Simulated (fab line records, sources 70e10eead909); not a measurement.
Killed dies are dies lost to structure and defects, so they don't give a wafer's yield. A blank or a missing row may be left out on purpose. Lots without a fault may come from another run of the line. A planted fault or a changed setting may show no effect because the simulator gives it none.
Which tool did it? | flow nand_harc | 6 lots, 18 wafers sampled, at 2 steps of a route of 1159

WHAT THE GAUGES READ, wafer by wafer
NHARC_P_ZERO_WELL_CD_MEAS_37: target cd 720 nm.
lot  | measured    | on        | cd_nm (nm)
L494 | day 1 22:09 | cd_sem-02 | 719.2 717.7 720.0
L496 | day 2 10:18 | cd_sem-03 | 720.8 717.5 720.5
L499 | day 3 03:59 | cd_sem-03 | 723.2 720.7 718.0
L502 | day 3 22:36 | cd_sem-02 | 718.7 717.1 717.3
L505 | day 4 16:14 | cd_sem-01 | 719.0 719.6 721.3
L510 | day 5 22:14 | cd_sem-02 | 720.3 720.6 720.8

WHICH TOOL RAN EACH LOT (tool, then ch and the chambers of the sampled wafers, then the start)
lot  | NHARC_P_ZERO_WELL_EXPOSE_34
L494 | krf_scanner-04 ch 0, day 1 21:59
L496 | krf_scanner-02 ch 0, day 2 10:08
L499 | krf_scanner-04 ch 0, day 3 03:50
L502 | krf_scanner-04 ch 0, day 3 22:26
L505 | krf_scanner-02 ch 0, day 4 16:05
L510 | krf_scanner-04 ch 0, day 5 22:05
- NHARC_P_ZERO_WELL_EXPOSE_34: exposes mask P PWELL, target cd 720 nm.

THE ANSWER, worked out from the rows above alone
Rule: what is usual is taken from the lots themselves. Put in order of their means at a reading, lots are off if they are a third of the lots or fewer, leave a main group of 4 or more, and stand apart from it by a gap of 3 or more times the standard deviation of the main group's means; of several such gaps the widest counts. A main group whose means are all the same, to the digits that the tables above print for the reading, isn't used. A lot without any number at a reading at which 4 lots or more have one is off too. The other lots that the step has rows for count as sound.
No lot is off at any reading shown: from this, nothing can be told.

WHAT THE SIMULATOR HAD PUT IN
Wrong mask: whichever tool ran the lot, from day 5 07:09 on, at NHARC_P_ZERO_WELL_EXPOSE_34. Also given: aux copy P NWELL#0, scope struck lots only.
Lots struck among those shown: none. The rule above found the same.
